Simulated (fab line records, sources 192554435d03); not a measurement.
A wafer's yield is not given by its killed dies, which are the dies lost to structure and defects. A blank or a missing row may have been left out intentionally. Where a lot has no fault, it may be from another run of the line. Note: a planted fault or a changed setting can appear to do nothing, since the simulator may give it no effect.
Split-lot trial / flow n5 finfet / route with 1938 steps; 7 lots, 21 wafers read

## ABOUT THE SPLIT
At N5_BEOL_M14_COAT_65 (time 60 s, resist thk 450 nm), the setting spin rpm was moved away from the recipe's 1500 rpm on 5 of the 21 wafers read, by -7.9% to +9.1%. This setting was run at the recipe's value on the other wafers.

The reading is taken at the split's own step.

## THE READING
SOC_of_BEOL_M14_COAT_65.thk nm (the simulator's own value, which no gauge read), in nm, at N5_BEOL_M14_COAT_65 (time 60 s, resist thk 450 nm). The file gives no usual value for it. Across the 16 wafers here that went through the recipe, the average is 450.8 nm and the standard deviation 1.2 nm.

wafer=L075.2; tool, chamber at the split=litho track-01, 0; spin rpm as run, rpm=1382; against the recipe=-7.9%; SOC_of_BEOL_M14_COAT_65.thk nm, nm=472.4; against lot-mates on the recipe=+20.8
wafer=L075.3; tool, chamber at the split=litho track-01, 0; spin rpm as run, rpm=1382; against the recipe=-7.9%; SOC_of_BEOL_M14_COAT_65.thk nm, nm=470.6; against lot-mates on the recipe=+19.0
wafer=L075.6; tool, chamber at the split=litho track-01, 0; spin rpm as run, rpm=1500; against the recipe=recipe; SOC_of_BEOL_M14_COAT_65.thk nm, nm=451.6; against lot-mates on the recipe=-
wafer=L082.2; tool, chamber at the split=litho track-01, 0; spin rpm as run, rpm=1500; against the recipe=recipe; SOC_of_BEOL_M14_COAT_65.thk nm, nm=452.8; against lot-mates on the recipe=-
wafer=L082.5; tool, chamber at the split=litho track-01, 0; spin rpm as run, rpm=1500; against the recipe=recipe; SOC_of_BEOL_M14_COAT_65.thk nm, nm=452.8; against lot-mates on the recipe=-
wafer=L082.6; tool, chamber at the split=litho track-01, 0; spin rpm as run, rpm=1500; against the recipe=recipe; SOC_of_BEOL_M14_COAT_65.thk nm, nm=453; against lot-mates on the recipe=-
wafer=L081.2; tool, chamber at the split=litho track-01, 0; spin rpm as run, rpm=1636; against the recipe=+9.1%; SOC_of_BEOL_M14_COAT_65.thk nm, nm=432.6; against lot-mates on the recipe=-18.6
wafer=L081.3; tool, chamber at the split=litho track-01, 0; spin rpm as run, rpm=1500; against the recipe=recipe; SOC_of_BEOL_M14_COAT_65.thk nm, nm=451.2; against lot-mates on the recipe=-
wafer=L081.6; tool, chamber at the split=litho track-01, 0; spin rpm as run, rpm=1636; against the recipe=+9.1%; SOC_of_BEOL_M14_COAT_65.thk nm, nm=431.2; against lot-mates on the recipe=-20.0
wafer=L083.2; tool, chamber at the split=litho track-02, 0; spin rpm as run, rpm=1500; against the recipe=recipe; SOC_of_BEOL_M14_COAT_65.thk nm, nm=450.8; against lot-mates on the recipe=-
wafer=L083.3; tool, chamber at the split=litho track-02, 0; spin rpm as run, rpm=1500; against the recipe=recipe; SOC_of_BEOL_M14_COAT_65.thk nm, nm=450.8; against lot-mates on the recipe=-
wafer=L083.4; tool, chamber at the split=litho track-02, 0; spin rpm as run, rpm=1500; against the recipe=recipe; SOC_of_BEOL_M14_COAT_65.thk nm, nm=449.4; against lot-mates on the recipe=-
wafer=L086.2; tool, chamber at the split=litho track-02, 0; spin rpm as run, rpm=1500; against the recipe=recipe; SOC_of_BEOL_M14_COAT_65.thk nm, nm=450.4; against lot-mates on the recipe=-
wafer=L086.3; tool, chamber at the split=litho track-02, 0; spin rpm as run, rpm=1500; against the recipe=recipe; SOC_of_BEOL_M14_COAT_65.thk nm, nm=448.4; against lot-mates on the recipe=-
wafer=L086.6; tool, chamber at the split=litho track-02, 0; spin rpm as run, rpm=1500; against the recipe=recipe; SOC_of_BEOL_M14_COAT_65.thk nm, nm=449.8; against lot-mates on the recipe=-
wafer=L089.1; tool, chamber at the split=litho track-01, 0; spin rpm as run, rpm=1500; against the recipe=recipe; SOC_of_BEOL_M14_COAT_65.thk nm, nm=450.2; against lot-mates on the recipe=-
wafer=L089.5; tool, chamber at the split=litho track-01, 0; spin rpm as run, rpm=1500; against the recipe=recipe; SOC_of_BEOL_M14_COAT_65.thk nm, nm=450.6; against lot-mates on the recipe=-
wafer=L089.6; tool, chamber at the split=litho track-01, 0; spin rpm as run, rpm=1500; against the recipe=recipe; SOC_of_BEOL_M14_COAT_65.thk nm, nm=449.6; against lot-mates on the recipe=-
wafer=L093.1; tool, chamber at the split=litho track-01, 0; spin rpm as run, rpm=1500; against the recipe=recipe; SOC_of_BEOL_M14_COAT_65.thk nm, nm=450.8; against lot-mates on the recipe=-
wafer=L093.3; tool, chamber at the split=litho track-01, 0; spin rpm as run, rpm=1500; against the recipe=recipe; SOC_of_BEOL_M14_COAT_65.thk nm, nm=450; against lot-mates on the recipe=-
wafer=L093.4; tool, chamber at the split=litho track-01, 0; spin rpm as run, rpm=1414; against the recipe=-5.7%; SOC_of_BEOL_M14_COAT_65.thk nm, nm=462.8; against lot-mates on the recipe=+12.4

FIT RESULTS
A straight line over all 21 wafers: SOC_of_BEOL_M14_COAT_65.thk nm changes by -2.29 nm for each +1% of spin rpm; r = -0.99; the points scatter about the line by 1.6 nm.
The same after taking each lot's own level away (the mean of its wafers on the recipe; 21 wafers): -2.28 nm for each +1%; r = -0.99; scatter 0.95 nm.
That fit puts the effect of the largest move of spin rpm on the reading at 21 nm.
Across the lots, their own levels run from 449.53 to 452.87 nm, a range of 2.7 times the standard deviation given above.
So the lot-to-lot level changes the slope little: the two slopes agree.
Check: with one of the wafers moved furthest among these (+9.1%) left out of the fit, the line predicts -21.3 nm for it against its lot-mates. Against them it came out at -18.6 nm.

## ADDITIONAL SPLITS CARRIED BY THESE WAFERS
Other splits were also applied to these wafers ahead of the reading. Each is held against what the fit with the lots' levels taken away leaves over:
other split on the same wafers=N5_BEOL_M11_COAT_05 spin rpm; wafers away from the commonest value=11; r with SOC_of_BEOL_M14_COAT_65.thk nm (lot level and that fit taken away)=+0.26
other split on the same wafers=N5_BEOL_M11_VIA_ETCH_34 time s; wafers away from the commonest value=10; r with SOC_of_BEOL_M14_COAT_65.thk nm (lot level and that fit taken away)=+0.44
other split on the same wafers=N5_BEOL_M11_ETCH_41 time s; wafers away from the commonest value=8; r with SOC_of_BEOL_M14_COAT_65.thk nm (lot level and that fit taken away)=-0.18

## THE FILE'S OWN FIT
SOC_of_BEOL_M14_COAT_65.thk nm changes by -2.28 nm for each +1% of spin rpm, r = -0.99.
